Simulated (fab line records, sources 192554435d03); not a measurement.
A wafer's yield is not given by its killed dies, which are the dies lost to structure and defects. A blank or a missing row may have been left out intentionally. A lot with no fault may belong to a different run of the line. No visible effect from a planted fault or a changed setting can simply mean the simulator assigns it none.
fab line records	flow n5-finfet
record lots=7	wafers=39
route steps=1938 shown PMOS_HMC_CHANNEL_EPI@68 FIN_CUT@173 HKMG_FIN@403 MOL_CONTACT_COAG@559 BEOL_M0_SAQP@648 BEOL_M5@1116 BEOL_M8@1389 BEOL_M10@1533
start-h: hours from the record's opening day to when the first of the lot's shown wafers began	wait-h: hours elapsed since this lot's preceding step	" the same as in the row above	L1.1+2: one row covering several wafers at once	- no value, or no start given	* or withheld: withheld	< > ~ a bound
route shown NAME@n: NAME is a module with steps in the file, n the number in the route of the first one	usual: the fault-free wafers' mean and standard deviation	same: alike in all rows	chamber/n: place in a boat	sites: each site's reading	_std_site: standard deviation of those values	_edge_site: mean of outer sites minus mean of inner sites	radius-mm: how far each site lies from the wafer's centre	mask NAME#n: copy n	behind: the tool/chamber that last shaped the wafer	hold: the reason the lot was held/the length of the hold in hours/how it ended	device: names the non-switching transistor (n, p or np)	end of line: at the end of the route, the tests of the same wafers	a step without rows: its recipe alone	killed: not the wafer's yield, but the dies lost to structure and defects at the first sort	map: a wafer's dies, marking killed ones x, the rest . and places with no die _
set.NAME: the setting the step ran with; set.NAME@STEP: the setting that earlier step ran with	model.NAME: the simulator's own value behind a step, which no gauge read
lots run with intentionally changed settings; tables by step, rows by wafer
## steps
# step N5_PMOS_HMC_CHANNEL_EPI_DESCUM_14
# recipe chemistry=O2	time-s=7.9	source-power-w=50	bias-power-w=20	pressure-mtorr=20	rf-frequency-hz=2.712e+07	temp-c=40	resist=CAR-ArF-block	o2-flow-sccm=225
lot.wafer	tool	chamber	start-h	wait-h	set.time-s	model.CAR-ArF-block_of_PMOS_HMC_CHANNEL_EPI_COAT_03.thk-nm
L075.1	rie-diel-03	3	23.33	0.0	5.226	200.8
L075.2+4+5	"	0,1,3	"	"	7.9	199.4
L075.3	"	2	"	"	5.226	201.2
L075.6	"	2	"	"	5.226	201.3
L076.1	rie-diel-01	2	29.64	0.0	7.9	198.6
L076.2	"	3	"	"	7.9	197.8
L076.5	"	0	"	"	7.9	198.8
L077.1	rie-diel-01	3	35.29	0.0	7.9	198.6
L077.2	"	2	"	"	7.9	199.9
L077.3	"	0	"	"	7.9	198.7
L077.4	"	1	"	"	12.18	195.9
L077.5+6	"	0,3	"	"	12.18	196.5
L079.1	rie-diel-04	0	47.32	0.0	6.028	199.2
L079.2	"	2	"	"	6.028	199.8
L079.3	"	3	"	"	7.9	198.1
L079.4	"	1	"	"	7.9	198.7
L079.5	"	3	"	"	7.9	198.4
L079.6	"	2	"	"	6.028	199.7
L081.1	rie-diel-01	2	59.29	0.2	11.62	196.3
L081.2+3	"	3,0	"	"	7.9	198.7
L081.4	"	1	"	"	11.62	196.7
L081.5	"	2	"	"	7.9	199.3
L081.6	"	1	"	"	11.62	196.5
L093.1	rie-diel-04	3	132.25	0.4	7.9	198.1
L093.2	"	1	"	"	4.878	200.4
L093.3	"	2	"	"	7.9	197.9
L093.4	"	0	"	"	4.878	200
L093.5	"	3	"	"	7.9	197.6
L093.6	"	2	"	"	4.878	199.6
L096.1	rie-diel-03	2	149.57	0.1	11.96	195.1
L096.2	"	3	"	"	7.9	198.1
L096.3	"	0	"	"	11.96	196.8
L096.4	"	1	"	"	7.9	198
L096.5	"	3	"	"	11.96	195.6
L096.6	"	2	"	"	7.9	197.7
# step N5_FIN_CUT_CUT_ETCH_26
# recipe chemistry=CH3F/O2	target=SiNx	target-depth-a=390	mask-material=SOC	time-s=55.7	pressure-mtorr=30	source-w=395	bias-w=73	Ar_flow_sccm=150	CH3F_flow_sccm=30	O2_flow_sccm=20	ion-energy-ev=120
lot.wafer	tool	chamber	start-h	wait-h	set.target-depth-a	model.etch.depth-nm	model.SOC_of_FIN_CUT_COAT_18.thk-nm
L075.1	rie-diel-01	2	32.92	0.0	390	38.17	213.6
L075.2	"	0	"	"	390	38.88	212.4
L075.3	"	1	"	"	390	37.94	212.6
L075.4	"	3	"	"	390	38.79	213
L075.5	"	3	"	"	390	38.95	212.2
L075.6	"	2	"	"	390	38.51	213
L076.1	rie-diel-04	2	39.39	0.0	390	37.52	212.8
L076.2	"	0	"	"	390	39.71	211.6
L076.5	"	2	"	"	390	37.4	212.8
L077.1	rie-diel-04	0	45.91	0.0	390	40.26	212.2
L077.2	"	3	"	"	160.6	16.64	223.4
L077.3	"	2	"	"	160.6	15.59	224.2
L077.4	"	1	"	"	390	39.97	212
L077.5	"	3	"	"	390	40.15	212.2
L077.6	"	0	"	"	160.6	16.55	223.6
L079.1	rie-diel-04	1	57.54	0.0	390	39.14	211.8
L079.2	"	0	"	"	255.7	25.67	218.4
L079.3	"	3	"	"	255.7	25.89	218
L079.4	"	2	"	"	255.7	24.22	219
L079.5	"	1	"	"	390	38.87	212.4
L079.6	"	2	"	"	390	37.14	213.2
L081.1	rie-diel-03	1	69.10	0.0	269.5	27.5	217
L081.2	"	3	"	"	390	38.98	211.4
L081.3	"	0	"	"	269.5	26.54	217.6
L081.4	"	2	"	"	390	39.17	211.8
L081.5	"	3	"	"	390	38.8	212.2
L081.6	"	2	"	"	269.5	26.92	217
L093.1	rie-diel-04	1	142.15	0.0	591.5	59.83	201.4
L093.2	"	2	"	"	390	37.93	212.6
L093.3	"	3	"	"	390	40.25	212.6
L093.4	"	0	"	"	591.5	60.05	202
L093.5	"	2	"	"	591.5	57.82	203.8
L093.6	"	1	"	"	390	39.4	212.4
L096.1	rie-diel-04	2	159.00	0.0	390	37.87	211.6
L096.2	"	1	"	"	481.4	47.92	207.2
L096.3	"	3	"	"	481.4	48.59	206.6
L096.4	"	3	"	"	481.4	48.82	206.2
L096.5	"	2	"	"	390	37.55	211.8
L096.6	"	1	"	"	390	38.79	212
# step N5_FIN_CUT_CUT_ETCH_27
# recipe chemistry=CHF3/O2	target=SiO2	target-depth-a=40	mask-material=SOC	overetch-a=20	time-s=4.9	pressure-mtorr=30	source-w=650	bias-w=170	Ar_flow_sccm=200	CHF3_flow_sccm=50	O2_flow_sccm=5	ion-energy-ev=200
# step N5_FIN_CUT_PRECLEAN_35
# recipe time-s=13.3	temp-c=45	pressure-torr=125	p-hf-torr=3	p-coreactant-torr=25	chemistry=vHF
# step N5_FIN_CUT_CUT_ETCH_15
# recipe chemistry=HBr/Cl2/O2	target=Si	target-depth-a=1000	bt-time-s=10	mask-material=SOC	time-s=42.4	ion-energy-ev=*	bias-w=*	pressure-mtorr=10	icp-w=800	HBr_flow_sccm=150	Cl2_flow_sccm=80	O2_flow_sccm=12
lot.wafer	tool	chamber	start-h	wait-h	set.target-depth-a@FIN_CUT_CUT_ETCH_26	model.SOC_of_FIN_CUT_COAT_18.thk-nm
L075.1	rie-si-04	2	33.17	0.1	390	170
L075.2+5	"	0	"	"	390	172
L075.3+6	"	1,3	"	"	390	172.4
L075.4	"	3	"	"	390	172.2
L076.1	rie-si-04	3	39.65	0.1	390	171.8
L076.2	"	0	"	"	390	170.6
L076.5	"	3	"	"	390	172
L077.1	rie-si-04	0	46.17	0.1	390	171.6
L077.2+6	"	1,0	"	"	160.6	183
L077.3	"	3	"	"	160.6	183.6
L077.4	"	2	"	"	390	168.6
L077.5	"	1	"	"	390	171.8
L079.1+5	rie-si-05	1,3	57.74	0.1	390	170.8
L079.2	"	0	"	"	255.7	177
L079.3	"	3	"	"	255.7	176.4
L079.4	"	2	"	"	255.7	176.6
L079.6	"	0	"	"	390	171.4
L081.1	rie-si-04	3	69.30	0.1	269.5	176.2
L081.2	"	1	"	"	390	171.2
L081.3	"	2	"	"	269.5	174.6
L081.4	"	0	"	"	390	171
L081.5	"	3	"	"	390	172
L081.6	"	2	"	"	269.5	173.6
L093.1	rie-si-06	1	142.34	0.1	591.5	159.8
L093.2	"	2	"	"	390	169.6
L093.3	"	3	"	"	390	170.4
L093.4	"	0	"	"	591.5	161.6
L093.5	"	1	"	"	591.5	162
L093.6	"	2	"	"	390	169
L096.1+6	rie-si-05	1,0	159.19	0.1	390	170.6
L096.2	"	3	"	"	481.4	165.2
L096.3	"	2	"	"	481.4	163.4
L096.4	"	0	"	"	481.4	164.4
L096.5	"	1	"	"	390	170.8
# step N5_HKMG_FIN_ETCH_55
# recipe chemistry=N2/H2	target=SOC	target-depth-a=2400	temp-c=40	time-s=300	ion-energy-ev=200	mask-material=SiARC	pressure-mtorr=30	source-w=840	bias-w=150	n2-flow-sccm=200	h2-flow-sccm=200
lot.wafer	tool	chamber	start-h	wait-h	set.time-s	model.HKMG_FIN.feature-depth-nm	model.etch.depth-nm	model.SiARC_of_HKMG_FIN_COAT_42.thk-nm
L075.1	rie-diel-05	1	82.79	0.0	154.7	111.4	111.4	28.8
L075.2	"	2	"	"	300	227.6	227.7	22.6
L075.3	"	0	"	"	154.7	122	122	28.2
L075.4	"	3	"	"	154.7	121.6	121.6	28
L075.5	"	2	"	"	300	226.6	226.6	22.8
L075.6	"	3	"	"	300	235.8	235.7	21.6
L076.1	rie-diel-06	0	91.24	0.0	300	230.4	230.3	22.2
L076.2	"	2	"	"	300	234	234	21.6
L076.5	"	0	"	"	300	231.4	231.4	22.2
L077.1	rie-diel-02	0	98.32	0.0	300	235	234.9	21.2
L077.2	"	2	"	"	300	244.6	244.5	21
L077.3	"	1	"	"	300	237.2	237.3	21.4
L077.4	"	3	"	"	300	232.2	232.3	22.2
L077.5	"	0	"	"	300	236	236	21.2
L077.6	"	1	"	"	300	237	237.1	21.4
L079.1	rie-diel-05	2	103.16	0.0	479.1	367.2	367.2	15
L079.2	"	1	"	"	479.1	349.8	349.8	15.6
L079.3	"	0	"	"	300	238.6	238.6	21.6
L079.4	"	3	"	"	300	241.2	241.2	21.2
L079.5	"	1	"	"	479.1	349	349	15.6
L079.6	"	0	"	"	300	238.4	238.4	21.6
L081.1	rie-diel-05	2	112.59	0.0	180.5	140	139.9	27.6
L081.2	"	1	"	"	300	219.6	219.6	22.8
L081.3	"	3	"	"	300	240.2	240.2	21.4
L081.4	"	0	"	"	180.5	143.4	143.4	27.2
L081.5	"	3	"	"	180.5	145.4	145.3	26.6
L081.6	"	2	"	"	300	231.8	231.8	22.4
L093.1	rie-diel-06	0	186.07	0.0	300	230.2	230.2	22.2
L093.2	"	1	"	"	300	243.4	243.4	21
L093.3	"	3	"	"	300	230	230	21.6
L093.4	"	1	"	"	300	243.2	243.1	21
L093.5	"	0	"	"	300	233.6	233.7	22
L093.6	"	3	"	"	300	230.2	230.2	21.6
L096.1	rie-diel-06	2	204.21	0.0	300	247.8	247.7	20.4
L096.2	"	1	"	"	300	242.8	242.8	21
L096.3	"	0	"	"	300	232.8	232.8	22
L096.4	"	3	"	"	300	230.6	230.7	21.4
L096.5	"	2	"	"	300	249	249	20.6
L096.6	"	1	"	"	300	241.8	241.8	21.2
# step N5_MOL_CONTACT_COAG_ALD_27
# recipe material=SiOC	target-thk-a=170	temp-c=400	ald-precursor-family=carbosiloxane	ald-co-reactant=H2-plasma	pulse-time-s=1.5	time-s=2720	purge-time-s=2	co-reactant-purge-time-s=2	ald-cycles=340	pressure-torr=2
lot.wafer	tool	chamber	start-h	wait-h	set.ald-cycles	model.SiOC_of_MOL_CONTACT_COAG_ALD_27.thk-nm
L075.1	ald-sin-01	2	104.16	0.0	340	16.8
L075.2+6	"	0,3	"	"	340	17
L075.3+5	"	1,2	"	"	428	21.4
L075.4	"	3	"	"	428	21.2
L076.1+2+5	ald-sin-01	3,0,1	119.69	0.0	340	17
L077.1+6	ald-sin-03	0,3	123.78	0.1	232	11.6
L077.2	"	1	"	"	232	11.8
L077.3+4+5	"	2,3,0	"	"	340	17
L079.1+5	ald-sin-03	2,3	127.04	0.0	415	20.8
L079.2+4	"	0,1	"	"	340	17.2
L079.3	"	3	"	"	415	21
L079.6	"	2	"	"	340	17
L081.1+2+5	ald-sin-02	0,1,2	133.99	0.0	197	10
L081.3	"	2	"	"	340	17.2
L081.4	"	3	"	"	340	16.8
L081.6	"	1	"	"	340	17
L093.1+2	ald-sin-02	2,3	213.14	0.0	340	17
L093.3	"	1	"	"	235	12
L093.4	"	2	"	"	340	17.2
L093.5	"	3	"	"	235	11.6
L093.6	"	1	"	"	235	11.8
L096.1	ald-sin-01	3	226.76	0.0	340	17.2
L096.2	"	2	"	"	249	12.4
L096.3+6	"	1,3	"	"	249	12.6
L096.4+5	"	0	"	"	340	17
# step N5_BEOL_M0_SAQP_DEVELOP_13
# recipe develop-time-s=30	developer=TMAH	resist=CAR-ArF	dev-temp-c=23	rinse-liquid=diw	dry=air-spin
lot.wafer	tool	chamber	start-h	wait-h	set.develop-time-s
L075.1+5+6	litho-track-05	0	-	-	12.17
L075.2+3+4	"	0	"	"	30
L076.1+2+5	litho-track-03	0	-	-	30
L077.1+4+6	litho-track-03	0	-	-	16.51
L077.2+3+5	"	0	"	"	30
L079.1+4+6	litho-track-05	0	-	-	44.75
L079.2+3+5	"	0	"	"	30
L081.1+2+3	litho-track-02	0	-	-	38.38
L081.4+5+6	"	0	"	"	30
L093.1+2+6	litho-track-05	0	-	-	30
L093.3+4+5	"	0	"	"	22.5
L096.1+4+6	litho-track-02	0	-	-	37.5
L096.2+3+5	"	0	"	"	30
# step N5_BEOL_M0_SAQP_CD_MEAS_14
# recipe target-cd-nm=42.5	landing-energy-ev=500	detector=se-inlens
# usual cd-nm=42.6/0.4
lot.wafer	tool	chamber	start-h	wait-h	set.develop-time-s@BEOL_M0_SAQP_DEVELOP_13	cd-nm
L075.1	cd-sem-02	0	119.24	-	12.17	44.9
L075.2	"	0	"	"	30	41.4
L075.3	"	0	"	"	30	42.3
L075.4	"	0	"	"	30	42.5
L075.5	"	0	"	"	12.17	44.7
L075.6	"	0	"	"	12.17	44.8
L076.1	cd-sem-01	0	131.28	-	30	42.3
L076.2	"	0	"	"	30	42.1
L076.5	"	0	"	"	30	42.8
L077.1	cd-sem-01	0	138.95	-	16.51	44.5
L077.2	"	0	"	"	30	42.7
L077.3	"	0	"	"	30	42.5
L077.4	"	0	"	"	16.51	45.4
L077.5	"	0	"	"	30	42.8
L077.6	"	0	"	"	16.51	43.8
L079.1	cd-sem-02	0	139.44	-	44.75	42.4
L079.2	"	0	"	"	30	43.1
L079.3	"	0	"	"	30	42.8
L079.4	"	0	"	"	44.75	41.8
L079.5	"	0	"	"	30	42.7
L079.6	"	0	"	"	44.75	41.9
L081.1	cd-sem-01	0	146.03	-	38.38	42.0
L081.2	"	0	"	"	38.38	41.8
L081.3	"	0	"	"	38.38	42.4
L081.4	"	0	"	"	30	42.5
L081.5	"	0	"	"	30	42.4
L081.6	"	0	"	"	30	42.4
L093.1	cd-sem-01	0	224.34	-	30	42.2
L093.2	"	0	"	"	30	43.0
L093.3	"	0	"	"	22.5	43.2
L093.4	"	0	"	"	22.5	43.7
L093.5	"	0	"	"	22.5	43.6
L093.6	"	0	"	"	30	42.8
L096.1	cd-sem-01	0	238.77	-	37.5	41.8
L096.2	"	0	"	"	30	42.5
L096.3	"	0	"	"	30	42.7
L096.4	"	0	"	"	37.5	42.1
L096.5	"	0	"	"	30	42.6
L096.6	"	0	"	"	37.5	41.9
# step N5_BEOL_M5_HM_DEP_02
# recipe material=TiN	target-thk-a=200	temp-c=25	chamber-pressure-pa=0.49996
lot.wafer	tool	chamber	start-h	wait-h	set.target-thk-a	model.TiN_of_BEOL_M5_HM_DEP_02.thk-nm
L075.1	pvd-sputter-03	-	198.68	0.7	127.5	12.6
L075.2+3	"	-	"	"	200	20
L075.4	"	-	"	"	127.5	12.2
L075.5	"	-	"	"	127.5	12.8
L075.6	"	-	"	"	200	19.6
L076.1+2+5	pvd-sputter-01	-	208.36	3.7	200	20.4
L077.1	pvd-sputter-01	-	209.08	0.5	150.9	15
L077.2	"	-	"	"	150.9	15.2
L077.3	"	-	"	"	150.9	15.4
L077.4+6	"	-	"	"	200	20.2
L077.5	"	-	"	"	200	20.4
L079.1	pvd-sputter-02	-	209.65	0.3	200	20
L079.2	"	-	"	"	200	19.8
L079.3+6	"	-	"	"	200	19.4
L079.4+5	"	-	"	"	200	20.2
L081.1	pvd-sputter-01	-	221.97	1.1	245.8	25
L081.2+3	"	-	"	"	200	20.2
L081.4	"	-	"	"	200	20.4
L081.5	"	-	"	"	245.8	24.6
L081.6	"	-	"	"	245.8	24.8
L093.1+3+6	pvd-sputter-01	-	300.92	2.5	200	20.6
L093.2+4	"	-	"	"	111.4	11.6
L093.5	"	-	"	"	111.4	11.8
L096.1	pvd-sputter-03	-	319.68	0.3	113.1	11
L096.2	"	-	"	"	113.1	11.4
L096.3	"	-	"	"	200	19.6
L096.4	"	-	"	"	113.1	11.6
L096.5	"	-	"	"	200	19.8
L096.6	"	-	"	"	200	20
# step N5_BEOL_M5_COAT_59
# recipe resist=SOC	temp-c=250	time-s=60	spin-rpm=1500	resist-thk-nm=60
# step N5_BEOL_M5_COAT_60
# recipe resist=SiARC	temp-c=220	time-s=60	spin-rpm=1500	resist-thk-nm=12
# step N5_BEOL_M5_STRIP_73
# recipe chemistry=N2/H2	temp-c=40	n2-flow-sccm=200	h2-flow-sccm=200	rf-frequency-hz=6e+07
# step N5_BEOL_M5_STRIP_64
# recipe chemistry=CF4	resist=SiARC	power-w=300	bias-power-w=75	pressure-mtorr=50	cf4-flow-sccm=150	rf-frequency-hz=6e+07
# step N5_BEOL_M5_HM_OPEN_17
# recipe chemistry=Cl2/BCl3	target-depth-a=200	overetch-a=60	target=TiN	mask-material=SOC	ion-energy-ev=150	pressure-mtorr=10	icp-w=1000	bias-w=126	Cl2_flow_sccm=53.25	bcl3-flow-sccm=21.75	Ar_flow_sccm=25
lot.wafer	tool	chamber	start-h	wait-h	set.target-thk-a@BEOL_M5_HM_DEP_02	model.etch.depth-nm
L075.1	rie-metal-02	1	199.57	0.0	127.5	12.58
L075.2	"	0	"	"	200	20.08
L075.3	"	1	"	"	200	19.91
L075.4	"	0	"	"	127.5	12.16
L075.5	"	0	"	"	127.5	12.71
L075.6	"	1	"	"	200	19.68
L076.1	rie-metal-02	1	209.14	0.0	200	20.37
L076.2	"	0	"	"	200	20.35
L076.5	"	0	"	"	200	20.48
L077.1	rie-metal-02	0	209.87	0.0	150.9	15.08
L077.2	"	1	"	"	150.9	15.26
L077.3	"	0	"	"	150.9	15.37
L077.4	"	1	"	"	200	20.25
L077.5	"	1	"	"	200	20.33
L077.6	"	0	"	"	200	20.19
L079.1	rie-metal-01	0	210.54	0.0	200	19.91
L079.2	"	1	"	"	200	19.78
L079.3	"	0	"	"	200	19.44
L079.4	"	1	"	"	200	20.16
L079.5	"	1	"	"	200	20.15
L079.6	"	0	"	"	200	19.49
L081.1	rie-metal-03	0	222.75	0.0	245.8	24.92
L081.2	"	1	"	"	200	20.23
L081.3	"	0	"	"	200	20.18
L081.4	"	1	"	"	200	20.33
L081.5	"	0	"	"	245.8	24.69
L081.6	"	1	"	"	245.8	24.85
L093.1	rie-metal-01	0	301.84	0.0	200	20.66
L093.2	"	1	"	"	111.4	11.61
L093.3	"	1	"	"	200	20.65
L093.4	"	0	"	"	111.4	11.56
L093.5	"	1	"	"	111.4	11.75
L093.6	"	0	"	"	200	20.6
L096.1	rie-metal-01	0	320.47	0.0	113.1	11.05
L096.2	"	1	"	"	113.1	11.44
L096.3	"	0	"	"	200	19.69
L096.4	"	1	"	"	113.1	11.55
L096.5	"	0	"	"	200	19.81
L096.6	"	1	"	"	200	20.04
# step N5_BEOL_M8_ALD_77
# recipe material=TaN	target-thk-a=20	temp-c=275	ald-precursor-family=PDMAT	ald-co-reactant=NH3	pressure-torr=3	carrier-flow-sccm=1500	pulse-time-s=2	purge-time-s=3	co-reactant-purge-time-s=2	co-reactant-pulse-time-s=3	ald-cycles=40	precursor-vessel-temp-c=75	precursor-vessel-pressure-torr=26.25	precursor-vessel-carrier-sccm=1000
lot.wafer	tool	chamber	start-h	wait-h	set.ald-cycles	model.TaN_of_BEOL_M8_ALD_77.thk-nm
L075.1+2+6	ald-metal-04	3,2,3	234.65	0.0	40	2
L075.3+4+5	"	0,1,0	"	"	62	3.2
L076.1+2+5	ald-metal-01	3,1,0	237.42	0.0	40	2
L077.1+2+3+4+5+6	ald-metal-02	1,2,3,0,2,3	241.98	0.1	40	2
L079.1+3+6	ald-metal-01	0,2,3	245.51	0.1	19	1
L079.2+4+5	"	1,3,2	"	"	40	2
L081.1+3+4	ald-metal-04	1,2,3	255.05	0.0	40	2
L081.2+5+6	"	0,2,1	"	"	55	2.8
L093.1+2+3+4+5+6	ald-metal-01	2,0,3,1,1,2	342.18	0.0	40	2
L096.1+2+3+4+5+6	ald-metal-01	1,0,3,2,2,3	350.75	0.1	40	2
# step N5_BEOL_M10_DEP_56
# recipe material=SiCN	target-thk-a=150	temp-c=withheld	precursor=3MS/NH3	pressure-torr=3	rf-w=202	time-s=26.5
lot.wafer	tool	chamber	start-h	wait-h	set.target-thk-a	model.SiCN_of_BEOL_M10_DEP_56.thk-nm
L076.1+2	pecvd-03	1,0	255.90	0.0	150	14.8
L076.5	"	2	"	"	150	15
L075.1+3	pecvd-01	2,0	256.22	0.0	89.53	8.8
L075.2	"	0	"	"	150	14.8
L075.4+6	"	2	"	"	150	15.2
L075.5	"	0	"	"	89.53	9
L077.1+5	pecvd-04	1,2	264.68	0.0	150	15.2
L077.2	"	0	"	"	239.6	23.4
L077.3	"	2	"	"	150	15
L077.4	"	0	"	"	239.6	24
L077.6	"	1	"	"	239.6	24.4
L079.1	pecvd-01	2	266.59	0.0	218.7	22
L079.2	"	1	"	"	218.7	21.4
L079.3	"	0	"	"	218.7	21.6
L079.4	"	1	"	"	150	15
L079.5+6	"	2,0	"	"	150	15.2
L081.1	pecvd-04	2	275.85	0.0	90.45	9.2
L081.2	"	0	"	"	90.45	9
L081.3	"	1	"	"	90.45	9.4
L081.4+6	"	2,1	"	"	150	15.6
L081.5	"	0	"	"	150	15.2
L093.1	pecvd-01	1	359.96	0.0	150	14.4
L093.2	"	2	"	"	189.2	18.8
L093.3+4	"	0,1	"	"	189.2	18.6
L093.5	"	2	"	"	150	15.2
L093.6	"	0	"	"	150	14.8
L096.1+3	pecvd-04	2,1	369.20	0.0	190.5	19.2
L096.2	"	0	"	"	190.5	18.8
L096.4	"	1	"	"	150	15.6
L096.5	"	0	"	"	150	15
L096.6	"	2	"	"	150	15.2
## key
split step=N5_PMOS_HMC_CHANNEL_EPI_DESCUM_14	setting=time-s	stated=7.9	by=wafer
response step=N5_PMOS_HMC_CHANNEL_EPI_DESCUM_14	reading=model.CAR-ArF-block_of_PMOS_HMC_CHANNEL_EPI_COAT_03.thk-nm	change=-0.0491	per=1%	r=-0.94
split step=N5_FIN_CUT_CUT_ETCH_26	setting=target-depth-a	stated=390	by=wafer
response step=N5_FIN_CUT_CUT_ETCH_26	reading=model.etch.depth-nm	change=+0.397	per=1%	r=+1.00
response step=N5_FIN_CUT_CUT_ETCH_26	reading=model.SOC_of_FIN_CUT_COAT_18.thk-nm	change=-0.193	per=1%	r=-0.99
response step=N5_FIN_CUT_CUT_ETCH_15	reading=model.SOC_of_FIN_CUT_COAT_18.thk-nm	change=-0.184	per=1%	r=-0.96
split step=N5_HKMG_FIN_ETCH_55	setting=time-s	stated=300	by=wafer
response step=N5_HKMG_FIN_ETCH_55	reading=model.HKMG_FIN.feature-depth-nm	change=+2.11	per=1%	r=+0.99
response step=N5_HKMG_FIN_ETCH_55	reading=model.etch.depth-nm	change=+2.11	per=1%	r=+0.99
response step=N5_HKMG_FIN_ETCH_55	reading=model.SiARC_of_HKMG_FIN_COAT_42.thk-nm	change=-0.113	per=1%	r=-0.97
split step=N5_MOL_CONTACT_COAG_ALD_27	setting=ald-cycles	stated=340	by=wafer
response step=N5_MOL_CONTACT_COAG_ALD_27	reading=model.SiOC_of_MOL_CONTACT_COAG_ALD_27.thk-nm	change=+0.168	per=1%	r=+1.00
split step=N5_BEOL_M0_SAQP_DEVELOP_13	setting=develop-time-s	stated=30	by=wafer
response step=N5_BEOL_M0_SAQP_CD_MEAS_14	reading=cd-nm	change=-0.0334	per=1%	r=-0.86
split step=N5_BEOL_M5_HM_DEP_02	setting=target-thk-a	stated=200	by=wafer
response step=N5_BEOL_M5_HM_DEP_02	reading=model.TiN_of_BEOL_M5_HM_DEP_02.thk-nm	change=+0.2	per=1%	r=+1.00
response step=N5_BEOL_M5_HM_OPEN_17	reading=model.etch.depth-nm	change=+0.201	per=1%	r=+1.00
split step=N5_BEOL_M8_ALD_77	setting=ald-cycles	stated=40	by=wafer
response step=N5_BEOL_M8_ALD_77	reading=model.TaN_of_BEOL_M8_ALD_77.thk-nm	change=+0.0207	per=1%	r=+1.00
split step=N5_BEOL_M10_DEP_56	setting=target-thk-a	stated=150	by=wafer
response step=N5_BEOL_M10_DEP_56	reading=model.SiCN_of_BEOL_M10_DEP_56.thk-nm	change=+0.149	per=1%	r=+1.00
